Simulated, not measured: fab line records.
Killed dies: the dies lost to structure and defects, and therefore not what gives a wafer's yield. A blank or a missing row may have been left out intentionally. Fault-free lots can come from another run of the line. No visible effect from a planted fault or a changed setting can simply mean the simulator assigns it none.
Chamber matching    flow nand_harc    NHARC_A_CHANNEL_FILL_D2_ALD_25 on ald_hk-01 has 4 sister chambers
The step deposits SiOx, target thk 60 nm, pulse time 10 s, ald cycles 600. 18 wafers are shown with their chamber, then 9 later ones without.

WAFERS, EACH WITH ITS CHAMBER
wafer   chamber  heater_power_w (W)  precursor_pulse_height_rel
L075.3  3        398                 0.980
L075.4  0        514                 0.994
L075.5  0        508                 0.990
L077.1  0        508                 0.998
L077.2  3        403                 1.005
L077.4  2        407                 1.048
L079.1  2        412                 1.002
L079.3  0        512                 1.026
L079.5  2        422                 1.018
L082.1  3        393                 1.022
L082.4  2        423                 0.984
L082.6  2        408                 1.018
L087.4  1        442                 1.022
L087.2  0        526                 0.999
L087.6  2        412                 1.010
L089.2  2        419                 1.002
L089.3  3        393                 1.016
L089.5  0        525                 1.003

SIGNATURES, as means of the wafers listed above
reading                     chamber 0  chamber 1  chamber 2  chamber 3  scatter within a chamber
heater_power_w              515.50     442.00     414.71     396.75     6.84
precursor_pulse_height_rel  1.00167    1.02200    1.01171    1.00575    0.0173
Rule: for each reading, subtract the chamber's mean from the wafer's reading, divide by that reading's scatter and square the result; add these up over the readings and take the root, which gives the wafer's distance from the chamber. If the next closest chamber is less than 2 further off than the closest, the wafer can't be placed; otherwise it belongs to the closest. The scatter is the square root of a quotient: the sum, over the shown wafers, of each reading's squared deviation from its chamber's mean, divided by wafers minus chambers.

WAFERS WHOSE CHAMBER IS MISSING
wafer   heater_power_w (W)  precursor_pulse_height_rel
L090.1  403                 0.980
L090.2  423                 0.987
L090.6  495                 1.022
L094.1  412                 0.980
L094.3  421                 0.968
L094.4  488                 1.026
L096.2  432                 1.020
L096.5  419                 0.974
L096.6  496                 1.005

EACH ONE'S CHAMBER
wafer   from the rows above           in truth
L090.1  can't be placed: 3 or 2       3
L090.2  can't be placed: 2 or 1       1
L090.6  0                             0
L094.1  can't be placed: 2 or 3       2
L094.3  can't be placed: 2 or 3 or 1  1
L094.4  0                             0
L096.2  can't be placed: 1 or 2       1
L096.5  can't be placed: 2 or 3       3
L096.6  0                             0
Correct placement for 3 of the 9. Unplaceable from these rows: 6, with the true chamber sitting among the candidates in 6. Number placed wrongly: 0.
